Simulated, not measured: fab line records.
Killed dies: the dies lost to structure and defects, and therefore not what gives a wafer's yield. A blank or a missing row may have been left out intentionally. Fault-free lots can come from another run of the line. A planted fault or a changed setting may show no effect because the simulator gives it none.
Problem report, 8D (eight disciplines) form, completed by code + flow n5 finfet + the parts of the form that need people (team, actions taken, sign-off) are left out
Where a reading is given only as a bound, like >300, the bound stands for it, and a mean or a difference that rests on one is marked > or <: the true number lies beyond.

1. THE PROBLEM
raw defect count at N5_PASSIVATION_INSPECT_57 reads a mean of >300 on 2 wafers of 2 lots; wafers without a fault read 2.1 with a standard deviation of 1.4. So: +99 or more standard deviations from the usual mean.
The step: inspects for defects (macro).
The first sign was on wafer L423.4 at day 17 10:06, on defect inspect-01. Wafers with a number at this step in the record: 32, from 11 lots. The rule behind "out" and "out of limits": a value lying over 4 standard deviations away from the usual mean. The rest of the wafers with a number are treated as sound.

2. WHAT IT IS AND WHAT IT IS NOT
| question                    | is                                   | is not                                                              |
|-----------------------------|--------------------------------------|---------------------------------------------------------------------|
| which readings at this step | raw defect count                     | -                                                                   |
| which lots                  | L423, L424                           | L403, L407, L408, L409, L412, L413, L416, L420, L422                |
| which wafers of those lots  | L423.4, L424.1                       | L423.1, L423.5, L424.4, L424.6                                      |
| read on which gauges        | defect inspect-01, defect inspect-02 | -                                                                   |
| when                        | from day 17 10:06                    | up to then (28 sound wafers); but 2 sound wafers of L424 came after |

3. THE SUSPECTS, EACH WITH WHAT RULES IT OUT
Counting: any tool at a process step up to the reading remains a suspect provided it ran every lot that is out. Sound lots after the first of them don't rule it out here, since some wafers of a struck lot are sound.
- the gauge at N5_PASSIVATION_INSPECT_57: ruled out. 2 gauges (defect inspect-01, defect inspect-02) read the wafers that are out.
- wet bench-03 at N5_PASSIVATION_STRIP_52 (strips in post etch residue remover, time 1200 s): kept. Every lot that is out went through it, the first being L423 (day 17 07:19); the last sound lot it ran before that was L413 (day 14 11:58).
- prober-02 at N5_PASSIVATION_PROBE_49: kept. It ran every lot that is out, first L423 (day 17 09:45). Out on those wafers are its own readings of defect limited yield, killed at other, killed dies, sort_bin_5_function, sort n pass, sort yield pct.
- In wet bench-03 at N5_PASSIVATION_STRIP_52, the wafers that are out were processed in chamber 1 and their sound lot-mates in chambers 0, 4, 5.
What counting leaves: wet bench-03 at N5_PASSIVATION_STRIP_52 and prober-02 at N5_PASSIVATION_PROBE_49.

4. THE CAUSE (what the simulator had put in)
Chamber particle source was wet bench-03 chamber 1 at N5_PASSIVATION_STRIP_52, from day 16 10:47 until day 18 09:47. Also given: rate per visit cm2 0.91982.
Counting leaves 2 suspects; this tool is one of them.

5. THE CHAIN OF EFFECTS, in route order
One row per reading whose mean, taken over the struck wafers that have a number, lies over 3 standard deviations from the usual. Readings are gone through only where the record gives a usual standard deviation; hours: the median, over the lots, of the time from a lot's start at the first step in this table giving one to that lot's start at this step; sigmas: the change measured in usual standard deviations.
| hours | step                      | reading              | usual  | on struck wafers | change | sigmas      |
|-------|---------------------------|----------------------|--------|------------------|--------|-------------|
| 0     | N5_PASSIVATION_PROBE_49   | defect limited yield | 91.3 % | 82.0             | -9.3   | -6.2        |
| 0     | N5_PASSIVATION_PROBE_49   | killed at other      | 4      | 127              | +123   | +36         |
| 0     | N5_PASSIVATION_PROBE_49   | killed dies          | 103    | 212              | +110   | +6.4        |
| 0     | N5_PASSIVATION_PROBE_49   | sort_bin_5_function  | 5.1 %  | 11.5             | +6.4   | +6.8        |
| 0     | N5_PASSIVATION_PROBE_49   | sort n pass          | 1077   | 968              | -110   | -6.4        |
| 0     | N5_PASSIVATION_PROBE_49   | sort yield pct       | 91.3 % | 82.0             | -9.3   | -6.2        |
| 0     | N5_PASSIVATION_INSPECT_57 | raw defect count     | 2.1    | >300             | >+298  | +99 or more |
Here are the process steps it includes:
- N5_PASSIVATION_PROBE_49

6. WHAT WOULD HAVE CAUGHT IT SOONER
Counted from the fault's start at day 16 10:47, it took 23 hours until the first out-of-limits reading at a measuring or inspecting step in this record, taken at day 17 10:06.
An alarm limit of 4 standard deviations would not have fired on the tool readings at N5_PASSIVATION_STRIP_52 for which the record gives a usual standard deviation, since none of them was out on any struck wafer.
Among the 2 lots that are out, L424 began N5_PASSIVATION_STRIP_52 on wet bench-03 after day 17 10:06. Had the tool been put on hold then, it would have been spared.
